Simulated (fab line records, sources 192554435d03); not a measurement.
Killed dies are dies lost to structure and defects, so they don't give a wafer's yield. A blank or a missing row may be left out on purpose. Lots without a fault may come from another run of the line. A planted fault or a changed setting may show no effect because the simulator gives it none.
fab line records | flow n5_finfet | part 1 of 2: steps 1 to 5 of 6
record lots=8 wafers=24 last_day=17
route steps=1938 shown HKMG_FIN@421 BEOL_M4@1111 PASSIVATION@1936
lots that met no fault: from a run of the same line without faults
start_h: hours from the record's first day to the start of the lot's first wafer shown | wait_h: hours since the lot's step before | " the same as in the row above | L1.1+2: a row that stands for several wafers | - no value, or no start given | * or withheld: withheld | < > ~ a bound
route shown NAME@n: a module of which the file shows steps, and the number in the route of the first | usual: mean/standard deviation of fault-free wafers | same: alike in all rows | chamber/n: place in a boat | sites: the reading at each site | _std_site: their standard deviation | _edge_site: outer sites' mean less inner sites' | radius_mm: how far each site lies from the wafer's centre | mask NAME#n: copy n | behind: the tool/chamber that last shaped the wafer | hold: why the lot was held/for how many hours/how that ended | device: the transistor (n, p or np) that didn't switch | end of line: the same wafers' tests at the end of the route | a step without rows: its recipe alone | killed: dies lost to structure and defects at the first sort, not the wafer's yield | map: a wafer's dies, x killed, . not, _ none there
set.NAME: the setting as run; set.NAME@STEP: as run at that earlier step | model.NAME: the simulator's own value behind a step, which no gauge read
steps of the route over a sample of lots; a table a step, a row a wafer
services: from which hour (start_h, from the record's first day; less than 0 if before it) a tool's chamber was out of use, for how many hours, and why
## steps
# step N5_HKMG_FIN_PWFM_ALD_03
# recipe material=TiN target_thk_a=20 temp_c=400 ald_precursor_family=TiCl4 ald_co_reactant=NH3 pulse_time_s=1 purge_time_s=3 co_reactant_purge_time_s=2 co_reactant_pulse_time_s=2 ald_cycles=91 pressure_torr=3
# usual ald_cycles=91/0 heater_power_outer_w=506/54 heater_power_w=841/79 precursor_pulse_height_rel=0.999/0.019 susceptor_temp_C=399.99/0.23
# columns lot.wafer tool chamber start_h wait_h ald_cycles heater_power_outer_w heater_power_w precursor_pulse_height_rel susceptor_temp_C
L165.2 ald_metal-03 3 86.35 0.0 91 491 839 0.985 400.09
L165.4 " 2 " " 91 495 883 1.020 399.94
L165.5 " 3 " " 91 499 831 0.985 400.26
L169.1 ald_metal-02 2 111.62 0.0 91 595 958 1.007 399.92
L169.5 " 1 " " 91 547 869 0.980 400.08
L169.6 " 0 " " 91 591 971 1.010 399.93
L170.3 ald_metal-01 0 119.01 0.0 91 549 877 1.011 400.25
L170.5 " 3 " " 91 392 678 1.004 399.80
L170.6 " 2 " " 91 479 829 1.008 400.16
L176.1 ald_metal-01 1 156.10 0.0 91 528 855 0.993 400.25
L176.2 " 0 " " 91 537 888 1.004 399.96
L176.3 " 2 " " 91 490 819 1.025 400.13
L177.1 ald_metal-02 1 163.77 0.0 91 547 885 0.960 400.18
L177.2 " 3 " " 91 538 998 0.974 400.28
L177.6 " 1 " " 91 539 892 0.987 400.27
L178.1 ald_metal-03 0 167.06 0.0 91 507 820 1.007 400.06
L178.2 " 3 " " 91 490 831 1.012 399.76
L178.4 " 1 " " 91 479 774 0.990 399.87
L184.1 ald_metal-02 3 204.24 0.0 91 556 1003 0.981 400.08
L184.4 " 2 " " 91 620 953 0.990 399.87
L184.5 " 1 " " 91 551 906 0.983 399.73
L185.1 ald_metal-01 0 206.27 0.0 91 548 874 0.994 400.15
L185.2 " 1 " " 91 525 872 0.976 400.18
L185.5 " 2 " " 91 471 809 1.020 399.68
# step N5_HKMG_FIN_INSPECT_14
# recipe mode=adi inspect_instrument=macro
# usual raw_defect_count=2.1/1.3
# columns lot.wafer tool chamber start_h wait_h raw_defect_count
L165.2 defect_inspect-02 - 87.24 0.0 1
L165.4 " - " " 2
L165.5 " - " " 1
L169.1 defect_inspect-02 - 112.39 0.0 2
L169.5 " - " " 2
L169.6 " - " " 3
L170.3 defect_inspect-02 - 119.90 0.0 2
L170.5 " - " " 2
L170.6 " - " " 1
L176.1 defect_inspect-01 - 156.99 0.0 1
L176.2 " - " " 1
L176.3 " - " " 4
L177.1 defect_inspect-01 - 164.53 0.0 2
L177.2 " - " " 2
L177.6 " - " " 0
L178.1 defect_inspect-02 - 167.95 0.0 2
L178.2 " - " " 1
L178.4 " - " " 1
L184.1 defect_inspect-01 - 205.14 0.0 5
L184.4 " - " " 4
L184.5 " - " " 2
L185.1 defect_inspect-01 - 207.16 0.0 1
L185.2 " - " " 3
L185.5 " - " " 0
# step N5_HKMG_FIN_DESCUM_17
# recipe chemistry=O2 time_s=7.9 source_power_w=50 bias_power_w=20 pressure_mtorr=20 rf_frequency_hz=2.712e+07 temp_c=40 resist=CAR-ArF o2_flow_sccm=225
# usual drypump_motor_current_A=5.6/0.5 oes_product_au=0.81/0.094 rf_vpp_V=243.7/1.3 showerhead_plenum_p_Torr=2.13/0.068 temp_c=40.00/0.11 throttle_valve_pct=20.37/0.17
# columns lot.wafer tool chamber start_h wait_h drypump_motor_current_A oes_product_au rf_hours_counter_h rf_vpp_V showerhead_plenum_p_Torr temp_c throttle_valve_pct
L165.2 rie_diel-03 3 87.31 0.1 4.9 0.74 166 242.7 2.09 39.99 20.48
L165.4 " 2 " " 5.4 0.70 216 242.5 2.07 40.03 20.44
L165.5 " 1 " " 5.7 0.68 - 242.7 2.15 39.89 20.48
L169.1 rie_diel-03 0 112.42 0.0 6.0 0.90 43 244.9 2.22 39.99 20.29
L169.5 " 0 " " 6.0 0.90 - 244.9 2.22 40.03 20.29
L169.6 " 2 " " 5.4 0.69 - 242.0 2.07 39.90 20.46
L170.3 rie_diel-03 0 119.95 0.0 6.0 0.90 - 245.2 2.22 39.96 20.29
L170.5 " 0 " " 6.0 0.89 - 244.3 2.22 39.88 20.30
L170.6 " 2 " " 5.4 0.69 - 241.4 2.06 40.02 20.47
L176.1 rie_diel-04 3 157.11 0.1 5.4 0.88 45 246.3 2.22 40.21 20.23
L176.2 " 0 " " 5.8 0.67 253 244.1 2.05 40.03 20.60
L176.3 " 1 " " 6.6 0.76 160 244.2 2.17 39.99 20.67
L177.1 rie_diel-03 0 164.60 0.1 6.0 0.86 64 245.1 2.21 39.94 20.32
L177.2 " 3 " " 4.9 0.73 187 244.7 2.08 39.84 20.52
L177.6 " 0 " " 6.0 0.87 - 244.9 2.21 39.98 20.32
L178.1 rie_diel-03 1 167.99 0.0 5.7 0.92 15 243.9 2.15 40.06 20.14
L178.2 " 0 " " 6.0 0.87 65 244.0 2.21 39.94 20.31
L178.4 " 3 " " 4.9 0.73 188 242.8 2.08 39.92 20.52
L184.1 rie_diel-02 0 205.66 0.5 6.2 0.93 17 245.0 2.24 39.94 20.22
L184.4 " 1 " " 4.9 0.82 95 244.1 2.11 39.93 20.21
L184.5 " 0 " " 6.3 0.93 - 244.2 2.24 40.03 20.20
L185.1 rie_diel-02 1 207.28 0.1 4.9 0.81 96 243.7 2.11 40.11 20.22
L185.2 " 0 " " 6.3 0.93 18 244.7 2.24 40.05 20.22
L185.5 " 1 " " 4.9 0.81 - 243.1 2.11 40.02 20.23
# step N5_HKMG_FIN_ALD_91
# recipe material=TiN target_thk_a=10 temp_c=400 ald_precursor_family=TiCl4 ald_co_reactant=NH3 pulse_time_s=1 purge_time_s=3 co_reactant_purge_time_s=2 co_reactant_pulse_time_s=2 ald_cycles=47 pressure_torr=3
# usual ald_cycles=47/0 heater_power_outer_w=517/54 heater_power_w=858/82 precursor_pulse_height_rel=0.999/0.02 susceptor_temp_C=400.01/0.2
# columns lot.wafer tool chamber start_h wait_h ald_cycles heater_power_outer_w heater_power_w precursor_pulse_height_rel susceptor_temp_C
L165.2 ald_metal-01 1 88.33 0.3 47 520 860 0.987 400.00
L165.4 " 3 " " 47 397 689 0.968 400.09
L165.5 " 1 " " 47 519 862 1.005 399.90
L169.1 ald_metal-01 0 113.65 0.3 47 547 874 1.002 399.84
L169.5 " 1 " " 47 529 865 1.031 399.85
L169.6 " 2 " " 47 479 801 1.016 400.20
L170.3 ald_metal-03 2 121.17 0.1 47 507 887 1.005 399.94
L170.5 " 2 " " 47 505 921 1.058 400.33
L170.6 " 3 " " 47 489 835 0.996 400.19
L176.1 ald_metal-01 2 158.09 0.3 47 495 812 0.998 400.19
L176.2 " 0 " " 47 543 874 0.980 400.01
L176.3 " 3 " " 47 409 687 1.008 399.96
L177.1 ald_metal-01 1 165.58 0.3 16 530 844 1.007 -
L177.2 " 0 " " 47 545 875 1.009 399.68
L177.6 " 0 " " 16 551 880 1.016 -
L178.1 ald_metal-01 1 168.97 0.3 16 522 856 0.967 -
L178.2 " 3 " " 47 400 675 1.001 399.88
L178.4 " 2 " " 47 493 834 0.962 400.40
L184.1 ald_metal-02 0 206.64 0.3 47 598 948 1.003 399.68
L184.4 " 3 " " 47 551 1019 0.984 400.17
L184.5 " 0 " " 47 598 952 0.992 399.94
L185.1 ald_metal-03 2 208.26 0.3 47 498 901 0.974 400.06
L185.2 " 1 " " 47 481 762 1.000 400.09
L185.5 " 2 " " 47 500 909 0.992 400.17
# step N5_BEOL_M4_RC_MEAS_101
# usual DIBL_N=36.2/1.4 DIBL_P=36.1/1.5 IGATE_N=0.0123/0.0015 IOFF_N=0.153/0.02 IOFF_N_85C=3.0/0.32 IOFF_N_LIN=0.071/0.0071 IOFF_N_LONG=5.55e-05/2.4e-06 IOFF_P=0.215/0.03 IOFF_P_85C=3.7/0.41 IOFF_P_LIN=0.102/0.012 IOFF_P_LONG=0.000109/9.5e-06 ION_N=672/8.6 ION_P=463/6.8 SS_N=71.5/0.47 SS_P=73.3/0.57 VT_N=250.6/2.4 VT_N_LONG=275.2/2 VT_N_LVT=99.6/2.5 VT_P=-249/3.2 VT_P_LONG=-274/3.1 VT_P_LVT=-98.2/2.8
# columns lot.wafer tool chamber start_h wait_h DIBL_N[mV/V] DIBL_P[mV/V] IGATE_N[nA/um] IOFF_N[nA/um] IOFF_N_85C[nA/um] IOFF_N_LIN[nA/um] IOFF_N_LONG[nA/um] IOFF_P[nA/um] IOFF_P_85C[nA/um] IOFF_P_LIN[nA/um] IOFF_P_LONG[nA/um] ION_N[uA/um] ION_P[uA/um] SS_N[mV/dec] SS_P[mV/dec] VT_N[mV] VT_N_LONG[mV] VT_N_LVT[mV] VT_P[mV] VT_P_LONG[mV] VT_P_LVT[mV]
L165.2 prober-01 0 175.96 0.2 38.6 38.4 0.0107 0.186 3.6 0.079 5.39e-05 0.248 4.2 0.112 0.000111 673 464 71.8 74.6 246.8 276.1 98.0 -245 -274 -96.8
L165.4 " 0 " " 38.9 38.0 0.0120 0.179 3.5 0.078 5.34e-05 0.249 4.2 0.112 0.000109 676 461 73.0 73.8 248.2 275.7 97.6 -247 -276 -96.0
L165.5 " 0 " " 37.4 36.7 0.0096 0.161 3.2 0.071 5.4e-05 0.224 3.8 0.102 0.000108 667 457 72.1 73.5 249.3 278.2 99.5 -250 -276 -98.1
L170.3 prober-02 0 214.07 0.3 34.3 33.5 0.0149 0.120 2.5 0.058 5.11e-05 0.195 3.4 0.097 0.000106 661 468 71.3 72.6 255.7 277.8 105.9 -250 -273 -100.7
L170.5 " 0 " " 36.0 35.1 0.0130 0.144 2.9 0.068 5.16e-05 0.229 3.9 0.109 0.000108 673 470 71.5 73.6 250.6 277.4 104.6 -248 -272 -99.0
L170.6 " 0 " " 35.6 34.9 0.0112 0.146 2.9 0.068 5.29e-05 0.223 3.8 0.105 0.000107 669 466 71.7 73.7 251.3 277.5 102.5 -248 -273 -99.5
L169.1 prober-01 0 221.33 0.0 36.0 36.4 0.0140 0.159 3.0 0.069 5.67e-05 0.242 4.2 0.117 0.000134 676 472 72.3 73.8 249.5 277.4 100.1 -244 -267 -94.0
L169.5 " 0 " " 35.7 36.1 0.0131 0.144 2.8 0.065 5.63e-05 0.236 4.0 0.115 0.000132 666 471 71.4 72.5 252.1 274.1 101.2 -245 -267 -94.7
L169.6 " 0 " " 35.8 37.0 0.0126 0.159 3.0 0.069 5.58e-05 0.255 4.3 0.123 0.000131 674 476 71.3 73.1 251.9 274.9 99.4 -244 -271 -93.6
L176.1 prober-02 0 244.40 0.0 37.3 38.1 0.0105 0.159 3.1 0.074 5.08e-05 0.210 3.6 0.097 9.6e-05 678 461 71.6 73.9 249.5 275.6 98.7 -250 -277 -99.6
L176.2 " 0 " " 36.6 36.3 0.0133 0.147 2.9 0.068 5.18e-05 0.189 3.3 0.088 9.5e-05 674 458 70.8 73.4 253.1 278.8 99.7 -251 -277 -101.0
L176.3 " 0 " " 38.5 38.9 0.0133 0.178 3.4 0.080 5.16e-05 0.222 3.8 0.100 9.6e-05 682 457 71.1 74.0 247.0 275.5 97.3 -251 -279 -99.1
L177.1 prober-01 0 246.42 0.0 36.4 34.2 0.0306 3.374 39.8 1.522 0.0010618 0.076 1.6 0.039 6.2e-05 849 418 71.7 72.3 161.9 187.2 15.3 -278 -299 -128.7
L177.2 " 0 " " 34.8 32.8 0.0116 0.125 2.5 0.060 5.55e-05 0.186 3.3 0.096 0.000112 666 462 71.0 73.0 254.5 271.8 106.0 -249 -273 -102.6
L177.6 " 0 " " 36.8 35.0 0.0289 3.453 41.2 1.585 0.0010757 0.082 1.7 0.040 6.1e-05 848 422 71.2 72.6 162.7 182.0 14.9 -275 -299 -128.7
L178.1 prober-02 0 268.69 0.0 35.8 35.7 0.0211 3.208 40.1 1.545 0.0009957 0.079 1.6 0.037 5.6e-05 843 413 70.9 72.8 163.1 186.6 10.9 -279 -300 -126.5
L178.2 " 0 " " 38.1 38.4 0.0121 0.181 3.5 0.082 5.31e-05 0.239 4.0 0.107 9.7e-05 682 467 72.3 73.7 250.4 273.2 97.4 -250 -278 -98.2
L178.4 " 0 " " 36.9 37.2 0.0113 0.156 3.1 0.074 5.33e-05 0.218 3.7 0.100 9.8e-05 677 468 71.6 73.5 250.8 277.3 99.0 -250 -277 -98.7
L185.1 prober-02 0 296.07 0.0 35.3 34.7 0.0125 0.139 2.8 0.066 5.54e-05 0.193 3.4 0.094 0.000109 673 460 71.3 73.2 253.2 272.9 100.5 -250 -273 -100.3
L185.2 " 0 " " 34.6 34.2 0.0125 0.141 2.8 0.068 5.64e-05 0.188 3.3 0.092 0.000107 679 464 70.8 74.3 253.1 273.0 99.2 -254 -273 -102.0
L185.5 " 0 " " 34.8 34.0 0.0114 0.134 2.7 0.066 5.51e-05 0.191 3.3 0.094 0.000109 679 464 71.5 73.3 251.2 275.3 100.6 -251 -272 -100.1
L184.1 prober-02 0 297.12 0.0 36.7 37.1 0.0139 0.156 3.1 0.073 5.28e-05 0.239 4.0 0.111 0.000112 683 472 70.9 73.3 252.4 278.3 100.6 -248 -274 -97.9
L184.4 " 0 " " 36.4 36.2 0.0129 0.150 3.0 0.071 5.26e-05 0.224 3.8 0.106 0.000108 676 470 71.2 72.1 250.8 277.7 98.8 -249 -276 -98.4
L184.5 " 0 " " 37.6 37.5 0.0129 0.176 3.4 0.080 5.34e-05 0.252 4.2 0.115 0.000108 693 475 71.9 73.3 249.7 274.5 97.7 -246 -272 -97.5
## key
first_sign step=N5_HKMG_FIN_ALD_91 reading=ald_cycles direction=down sigmas=99+ usual=* struck=*
effect step=N5_BEOL_M4_RC_MEAS_101 reading=IOFF_N_LONG direction=up sigmas=99+ usual=5.55e-05 struck=0.0010444
effect step=N5_BEOL_M4_RC_MEAS_101 reading=IOFF_N_LIN direction=up sigmas=99+ usual=0.071 struck=1.551
effect step=N5_BEOL_M4_RC_MEAS_101 reading=IOFF_N direction=up sigmas=99+ usual=0.153 struck=3.345
effect step=N5_BEOL_M4_RC_MEAS_101 reading=IOFF_N_85C direction=up sigmas=99+ usual=3.0 struck=40.4
effect step=N5_BEOL_M4_RC_MEAS_101 reading=VT_N_LONG direction=down sigmas=44 usual=275.2 struck=185.3
effect step=N5_BEOL_M4_RC_MEAS_101 reading=VT_N direction=down sigmas=37 usual=250.6 struck=162.6
effect step=N5_BEOL_M4_RC_MEAS_101 reading=VT_N_LVT direction=down sigmas=34 usual=99.6 struck=13.7
effect step=N5_BEOL_M4_RC_MEAS_101 reading=ION_N direction=up sigmas=20 usual=672 struck=847
effect step=N5_BEOL_M4_RC_MEAS_101 reading=VT_P_LVT direction=down sigmas=11 usual=-98.2 struck=-128.0
effect step=N5_BEOL_M4_RC_MEAS_101 reading=IGATE_N direction=up sigmas=9.9 usual=0.0123 struck=0.0269
effect step=N5_BEOL_M4_RC_MEAS_101 reading=VT_P direction=down sigmas=8.8 usual=-249 struck=-277
effect step=N5_BEOL_M4_RC_MEAS_101 reading=VT_P_LONG direction=down sigmas=8.1 usual=-274 struck=-299
effect step=N5_PASSIVATION_PROBE_49 reading=sort_bin_4_leakage direction=up sigmas=99+ usual=0 struck=70.40
more_kills_born_at N5_HKMG_FIN_ALD_91@ald_metal-01=726
met_at N5_HKMG_FIN_ALD_91
struck_lots L177,L178
struck_wafers L177.1,L177.6,L178.1
not_acting_at N5_HKMG_FIN_PWFM_ALD_03,N5_HKMG_FIN_INSPECT_14,N5_HKMG_FIN_DESCUM_17
onset_between 158.09 165.58
fault kind=process_parameter_drift tool=ald_metal-01 chamber=- onset_h=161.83 steps=N5_HKMG_FIN_ALD_91 channel=ald_cycles offset=* shape=step end_h=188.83 scope=struck_wafers_only acts_in=* stated=*
